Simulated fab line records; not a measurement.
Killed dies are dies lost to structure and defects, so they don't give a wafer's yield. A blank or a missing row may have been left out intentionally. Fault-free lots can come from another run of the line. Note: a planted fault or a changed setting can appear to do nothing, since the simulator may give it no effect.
Comparing a struck lot with a sound one + flow n5Finfet + 14 steps out of a route of 1938
Sound: these wafers, L401.1, L401.2, L401.5. Struck: wafer L408.4 (left out: L408.1, L408.5 of the same lot, which were not struck); the cause appears at the end.
Each step with rows lists, per side, the tool, then ch with its chambers, then its first start. Under that, the readings that differ: sound wafers + struck wafers + difference of the means + sigmas: that difference in standard deviations of wafers without a fault.
alike: same words and numbers on both sides, and readings whose means sit less than 2 such deviations apart. not compared: any withheld reading, any reading some wafer has no value for, any bound like >300 that may hide the same value, and any number with overlapping values for which the record gives no deviation.
Wherever a step has rows on one side only, a row that says differs or no value, or a row with sigmas, the two part there. Numbers that have no deviation but don't overlap get no sigmas and don't part them. A reading missing from all wafers of one side parts the sides only when that side holds two or more wafers.

first, 5 steps without rows for these wafers: N5_BEOL_M15_STRIP_62 (strips in O2); N5_BEOL_M15_STRIP_37 (strips in O2); N5_BEOL_M15_ETCH_38 (etches SiCN in CF4/N2, target depth 106.4 nm, time 120.5 s); N5_BEOL_M15_PRECLEAN_39 (cleans in residue remover, time 60 s); N5_BEOL_M15_SRD_40 (time 30 s, dry time 30 s).
N5_BEOL_M15_DEGAS_41: time 60 s.
  sound: pvdSputter-01 at day 11 01:40; struck: pvdSputter-02 at day 13 03:08
  alike: heaterPowerW
N5_BEOL_M15_PRE_CLEAN_42: time 30 s.
  sound: pvdSputter-01 at day 11 01:43; struck: pvdSputter-02 at day 13 03:10
  alike: heaterPowerW
N5_BEOL_M15_SPUTTER_43: material TaN, target thk 15 nm, time 24.19 s.
  sound: pvdSputter-01 at day 11 01:45; struck: pvdSputter-02 at day 13 03:13
  alike: throttleValvePct
N5_BEOL_M15_SPUTTER_44: material Ta, target thk 15 nm, time 24.19 s.
  sound: pvdSputter-01 at day 11 01:50; struck: pvdSputter-02 at day 13 03:17
  alike: throttleValvePct
N5_BEOL_M15_SPUTTER_45: material Cu, target thk 100 nm, time 16.67 s.
  sound: pvdSputter-01 at day 11 01:55; struck: pvdSputter-02 at day 13 03:22
  alike: throttleValvePct
then, 2 steps without rows for these wafers: N5_BEOL_M15_ECD_47 (material Cu, target thk 1860 nm); N5_BEOL_M15_ANNEAL_48 (time 90 s).
N5_BEOL_M15_CMP_49: polishes, stops on SiO2, t overpolish 4.9 s, target thk 850 nm.
  sound on cmp-03 ch 0,1,3, day 11 02:34; struck on cmp-04 ch 0, day 13 04:07
| reading                   | sound             | struck | difference | sigmas      |
|---------------------------|-------------------|--------|------------|-------------|
| barrierFieldEndpointS (s) | 11.63 11.12 11.01 | 15.25  | +4.00      | +15         |
| headPressurePsi (psi)     | 2.000 1.995 1.996 | 1.484  | -0.513     | -99 or more |
  alike: motorCurrentA, overpolishRunS, slurryFlowMlMin
  not compared: padLifeWafers
N5_PASSIVATION_PROBE_49:
  sound: prober-02 at day 11 16:22; struck: prober-02 at day 13 20:50
  alike: defectLimitedYield, killed_at_M0_to_M3, killed_at_M4_up, killedAtContacts, killedAtFrontEnd, killedAtOther, killedDies, killedOpen, killedShort, sort_bin_4_leakage, sort_bin_5_function, sort_bin_6_memory, sort_bin_8_speed, sortNPass, sortYieldPct

WHERE THEY PART
At N5_BEOL_M15_CMP_49 and nowhere else, as far as this record goes. Later steps at which nothing parts them and some readings are alike: N5_PASSIVATION_PROBE_49.

WHY: the cause the simulator had injected
cmp-04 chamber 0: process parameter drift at N5_BEOL_M15_CMP_49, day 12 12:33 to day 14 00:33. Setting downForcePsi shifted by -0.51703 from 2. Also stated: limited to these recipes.
